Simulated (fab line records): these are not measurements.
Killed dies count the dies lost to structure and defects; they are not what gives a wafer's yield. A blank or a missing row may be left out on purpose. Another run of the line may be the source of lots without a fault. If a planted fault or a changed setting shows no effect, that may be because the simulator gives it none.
Chamber matching | flow n5Finfet | N5_BEOL_M5_ETCH_62 on rieDiel-02: 4 sister chambers
The step etches SOC in N2/H2, target depth 75 nm, overetch 15 nm, time 112.5 s. 8 wafers are shown with their chamber, then 10 later ones without.

WAFERS PAIRED WITH THEIR CHAMBERS
wafer  | chamber | showerheadPlenumPTorr (Torr) | throttleValvePct (%)
L076.1 | 1       | 2.46                         | 18.17
L078.4 | 1       | 2.46                         | 18.17
L084.2 | 2       | 2.63                         | 17.96
L083.1 | 3       | 2.50                         | 17.77
L083.2 | 0       | 2.51                         | 18.03
L083.3 | 2       | 2.63                         | 17.95
L087.1 | 3       | 2.50                         | 17.79
L087.3 | 0       | 2.50                         | 18.04

WAFERS WITHOUT THEIR CHAMBER
wafer  | showerheadPlenumPTorr (Torr) | throttleValvePct (%)
L087.5 | 2.45                         | 18.24
L090.2 | 2.50                         | 17.78
L090.3 | 2.50                         | 18.06
L090.4 | 2.63                         | 17.97
L095.1 | 2.50                         | 18.05
L095.4 | 2.44                         | 18.25
L095.5 | 2.50                         | 18.08
L096.1 | 2.62                         | 18.00
L096.2 | 2.44                         | 18.25
L096.6 | 2.50                         | 18.07

THE CHAMBER EACH PASSED THROUGH
wafer  | from the rows above | in truth
L087.5 | 1                   | 1
L090.2 | 3                   | 3
L090.3 | 0                   | 0
L090.4 | 2                   | 2
L095.1 | 0                   | 0
L095.4 | 1                   | 1
L095.5 | 0                   | 0
L096.1 | 2                   | 2
L096.2 | 1                   | 1
L096.6 | 0                   | 0
Correctly placed: 10 of 10. From these rows, 0 cannot be placed. Wrongly placed: 0.
How it was worked out, from the rows above alone: a wafer's distance from a chamber is the root of the sum, over the readings, of the square of ((its reading less the chamber's mean) divided by the reading's scatter). The wafer belongs to the nearest chamber; if the next one is less than 2 further off, it can't be placed. Each chamber's mean is taken over the wafers shown for it. The scatter: the root of (the sum of the squares of (reading less its chamber's mean) over the shown wafers, divided by (wafers less chambers)).
